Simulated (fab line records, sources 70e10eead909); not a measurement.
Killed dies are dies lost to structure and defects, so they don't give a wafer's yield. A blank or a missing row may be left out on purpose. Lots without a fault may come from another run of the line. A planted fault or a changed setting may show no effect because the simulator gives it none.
Chamber matching | flow nand_harc | NHARC_P_CONTACT_DEP_30 on pecvd-02: 3 sister chambers
The step deposits SiNx, target thk 30 nm. 6 wafers are shown with their chamber, then 9 later ones without.

WAFERS WITH THEIR CHAMBER
wafer  | chamber | heater_power_w (W)
L076.1 | 0       | 772
L079.4 | 2       | 632
L079.6 | 1       | 776
L081.1 | 2       | 614
L081.3 | 0       | 679
L081.4 | 1       | 728

WAFERS WITHOUT THEIR CHAMBER
wafer  | heater_power_w (W)
L084.3 | 594
L084.5 | 682
L084.6 | 579
L089.1 | 798
L089.2 | 787
L089.5 | 792
L096.2 | 799
L096.4 | 555
L096.5 | 718

WHICH CHAMBER EACH WENT THROUGH
wafer  | from the rows above          | in truth
L084.3 | 2                            | 2
L084.5 | can't be placed: 0 or 2 or 1 | 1
L084.6 | 2                            | 2
L089.1 | can't be placed: 1 or 0      | 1
L089.2 | can't be placed: 1 or 0      | 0
L089.5 | can't be placed: 1 or 0      | 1
L096.2 | can't be placed: 1 or 0      | 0
L096.4 | 2                            | 2
L096.5 | can't be placed: 0 or 1      | 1
Placed correctly: 3 of 9. Can't be placed from these rows: 6 (the true chamber is among the candidates in 6). Placed wrongly: 0.
How it was worked out, from the rows above alone: a wafer's distance from a chamber is the root of the sum, over the readings, of the square of ((its reading less the chamber's mean) divided by the reading's scatter). The wafer belongs to the nearest chamber; if the next one is less than 2 further off, it can't be placed. A chamber's mean is the mean of its shown wafers. The scatter: the root of (the sum of the squares of (reading less its chamber's mean) over the shown wafers, divided by (wafers less chambers)).
